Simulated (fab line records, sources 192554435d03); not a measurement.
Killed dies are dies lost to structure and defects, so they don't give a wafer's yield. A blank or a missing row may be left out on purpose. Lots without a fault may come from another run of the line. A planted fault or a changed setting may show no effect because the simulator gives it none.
Split-lot experiment | flow n5_finfet | 7 lots, 39 wafers read, on a route of 1938 steps

THE SPLIT
At N5_PASSIVATION_ETCH_15 (etches SiCN in CF4/N2, target depth 75 nm, time 81.2 s), the setting target_depth_a was moved away from the recipe's 750 angstrom on 15 of the 39 wafers read, by -34.6% to +36.7%. The other wafers ran this setting at the recipe's value.

The reading is taken at the split's own step.

THE READING
etch.depth_nm (the simulator's own value, which no gauge read), in nm, at N5_PASSIVATION_ETCH_15 (etches SiCN in CF4/N2, target depth 75 nm, time 81.2 s). The file gives no usual value for it. The 24 wafers here that ran the recipe average 65.96 nm, standard deviation 2 nm.

wafer  | tool, chamber at the split | target_depth_a as run, angstrom | against the recipe | etch.depth_nm, nm | against lot-mates on the recipe
L074.4 | rie_diel-03, 1             | 750                             | recipe             | 66.16             | -
L074.5 | rie_diel-03, 2             | 750                             | recipe             | 64.87             | -
L074.6 | rie_diel-03, 1             | 750                             | recipe             | 66.9              | -
L078.1 | rie_diel-05, 3             | 490.7                           | -34.6%             | 41.35             | -25.00
L078.2 | rie_diel-05, 1             | 490.7                           | -34.6%             | 42.6              | -23.75
L078.3 | rie_diel-05, 0             | 750                             | recipe             | 68.38             | -
L078.4 | rie_diel-05, 3             | 750                             | recipe             | 62.74             | -
L078.5 | rie_diel-05, 0             | 750                             | recipe             | 67.92             | -
L078.6 | rie_diel-05, 1             | 490.7                           | -34.6%             | 42.59             | -23.76
L082.1 | rie_diel-06, 2             | 984.6                           | +31.3%             | 82.95             | +18.31
L082.2 | rie_diel-06, 3             | 750                             | recipe             | 65.79             | -
L082.3 | rie_diel-06, 0             | 750                             | recipe             | 65                | -
L082.4 | rie_diel-06, 1             | 984.6                           | +31.3%             | 83.84             | +19.20
L082.5 | rie_diel-06, 2             | 750                             | recipe             | 63.14             | -
L082.6 | rie_diel-06, 1             | 984.6                           | +31.3%             | 82.82             | +18.18
L083.1 | rie_diel-05, 1             | 541.6                           | -27.8%             | 46.76             | -19.42
L083.2 | rie_diel-05, 3             | 541.6                           | -27.8%             | 45.22             | -20.96
L083.3 | rie_diel-05, 2             | 541.6                           | -27.8%             | 49.65             | -16.53
L083.4 | rie_diel-05, 0             | 750                             | recipe             | 67.83             | -
L083.5 | rie_diel-05, 3             | 750                             | recipe             | 62.58             | -
L083.6 | rie_diel-05, 0             | 750                             | recipe             | 68.13             | -
L084.1 | rie_diel-03, 1             | 750                             | recipe             | 66.78             | -
L084.2 | rie_diel-03, 3             | 572.3                           | -23.7%             | 50.38             | -15.12
L084.3 | rie_diel-03, 0             | 750                             | recipe             | 65.15             | -
L084.4 | rie_diel-03, 2             | 572.3                           | -23.7%             | 50.53             | -14.97
L084.5 | rie_diel-03, 0             | 750                             | recipe             | 64.57             | -
L084.6 | rie_diel-03, 1             | 572.3                           | -23.7%             | 51.4              | -14.10
L087.1 | rie_diel-05, 0             | 750                             | recipe             | 68.07             | -
L087.2 | rie_diel-05, 3             | 750                             | recipe             | 63.23             | -
L087.3 | rie_diel-05, 2             | 750                             | recipe             | 68.33             | -
L087.4 | rie_diel-05, 1             | 750                             | recipe             | 63.94             | -
L087.5 | rie_diel-05, 0             | 750                             | recipe             | 67.77             | -
L087.6 | rie_diel-05, 1             | 750                             | recipe             | 64.62             | -
L093.1 | rie_diel-05, 2             | 750                             | recipe             | 68.16             | -
L093.2 | rie_diel-05, 0             | 750                             | recipe             | 68.37             | -
L093.3 | rie_diel-05, 1             | 1025                            | +36.7%             | 87.85             | +20.81
L093.4 | rie_diel-05, 3             | 1025                            | +36.7%             | 86.95             | +19.91
L093.5 | rie_diel-05, 2             | 1025                            | +36.7%             | 94.01             | +26.97
L093.6 | rie_diel-05, 1             | 750                             | recipe             | 64.59             | -

THE FIT
A straight line over all 39 wafers: etch.depth_nm changes by +0.639 nm for each +1% of target_depth_a; r = +0.99; the points scatter about the line by 2.1 nm.
The same after taking each lot's own level away (the mean of its wafers on the recipe; 39 wafers): +0.642 nm for each +1%; r = +0.99; scatter 2 nm.
On that fit, the largest move of target_depth_a shifts the reading by 24 nm.
The lots' own levels span 64.643 to 67.040 nm, that is 1.2 times the standard deviation above.
So the lot-to-lot level changes the slope little: the two slopes agree.
Check: with one of the wafers moved furthest among these (+36.7%) left out of the fit, the line predicts +23.5 nm for it against its lot-mates. It came out at +20.8 nm against them.

OTHER SPLITS ON THESE WAFERS
These wafers also went through other splits before the reading. Each is held against what the fit with the lots' levels taken away leaves over:
other split on the same wafers           | wafers away from the commonest value | r with etch.depth_nm (lot level and that fit taken away)
N5_BEOL_M7_TRENCH_ETCH_37 target_depth_a | 18                                   | -0.08
N5_BEOL_M10_VIA_ETCH_34 time_s           | 6                                    | -0.11
N5_BEOL_M12_ETCH_59 target_depth_a       | 15                                   | -0.05

THE FILE'S OWN FIT
etch.depth_nm changes by +0.643 nm for each +1% of target_depth_a, r = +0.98.
